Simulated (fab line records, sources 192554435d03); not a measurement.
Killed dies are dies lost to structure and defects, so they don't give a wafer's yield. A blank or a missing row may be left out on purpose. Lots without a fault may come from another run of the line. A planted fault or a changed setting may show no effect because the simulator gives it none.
Split-lot experiment | flow n5_finfet | 7 lots, 21 wafers read, on a route of 1938 steps

THE SPLIT
At N5_FIN_SAQP_ALD_61 (deposits SiO2, target thk 4 nm, pulse time 1 s, purge time 2 s), the setting temp_c was moved away from the recipe's 300 C on 5 of the 21 wafers read, by -4.2% to +3.8%. The other wafers ran this setting at the recipe's value.

The reading is taken at the split's own step.

THE READING
SiO2_of_FIN_SAQP_ALD_61.thk_nm (the simulator's own value, which no gauge read), in nm, at N5_FIN_SAQP_ALD_61 (deposits SiO2, target thk 4 nm, pulse time 1 s, purge time 2 s). The file gives no usual value for it. The 16 wafers here that ran the recipe average 4.002 nm, standard deviation 0.015 nm.

wafer  | tool, chamber at the split | temp_c as run, C | against the recipe | SiO2_of_FIN_SAQP_ALD_61.thk_nm, nm | against lot-mates on the recipe
L080.2 | ald_sin-02, 3              | 300              | recipe             | 4.022                              | -
L080.4 | ald_sin-02, 2              | 300              | recipe             | 4.002                              | -
L080.6 | ald_sin-02, 2              | 300              | recipe             | 4.018                              | -
L082.1 | ald_sin-02, 2              | 300              | recipe             | 4.008                              | -
L082.2 | ald_sin-02, 1              | 287.4            | -4.2%              | 4.185                              | +0.168
L082.3 | ald_sin-02, 0              | 300              | recipe             | 4.026                              | -
L083.1 | ald_sin-01, 1              | 300              | recipe             | 4.005                              | -
L083.2 | ald_sin-01, 2              | 300              | recipe             | 3.975                              | -
L083.5 | ald_sin-01, 2              | 291.9            | -2.7%              | 4.1                                | +0.110
L086.1 | ald_sin-01, 1              | 300              | recipe             | 4.009                              | -
L086.3 | ald_sin-01, 3              | 311.5            | +3.8%              | 3.932                              | -0.066
L086.6 | ald_sin-01, 2              | 300              | recipe             | 3.987                              | -
L090.2 | ald_sin-01, 2              | 306.4            | +2.1%              | 3.957                              | -0.050
L090.4 | ald_sin-01, 1              | 306.4            | +2.1%              | 3.968                              | -0.039
L090.6 | ald_sin-01, 2              | 300              | recipe             | 4.007                              | -
L091.2 | ald_sin-04, 0              | 300              | recipe             | 4.002                              | -
L091.4 | ald_sin-04, 1              | 300              | recipe             | 4.014                              | -
L091.6 | ald_sin-04, 0              | 300              | recipe             | 4.003                              | -
L094.3 | ald_sin-02, 1              | 300              | recipe             | 3.979                              | -
L094.5 | ald_sin-02, 2              | 300              | recipe             | 3.991                              | -
L094.6 | ald_sin-02, 1              | 300              | recipe             | 3.981                              | -

THE FIT
A straight line over all 21 wafers: SiO2_of_FIN_SAQP_ALD_61.thk_nm changes by -0.0304 nm for each +1% of temp_c; r = -0.91; the points scatter about the line by 0.022 nm.
The same after taking each lot's own level away (the mean of its wafers on the recipe; 21 wafers): -0.0299 nm for each +1%; r = -0.94; scatter 0.018 nm.
On that fit, the largest move of temp_c shifts the reading by 0.13 nm.
The lots' own levels span 3.9837 to 4.0170 nm, that is 2.2 times the standard deviation above.
So the lot-to-lot level changes the slope little: the two slopes agree.
Check: with one of the wafers moved furthest among these (-4.2%) left out of the fit, the line predicts +0.108 nm for it against its lot-mates. It came out at +0.168 nm against them.

THE FILE'S OWN FIT
SiO2_of_FIN_SAQP_ALD_61.thk_nm changes by -0.0306 nm for each +1% of temp_c, r = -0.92.
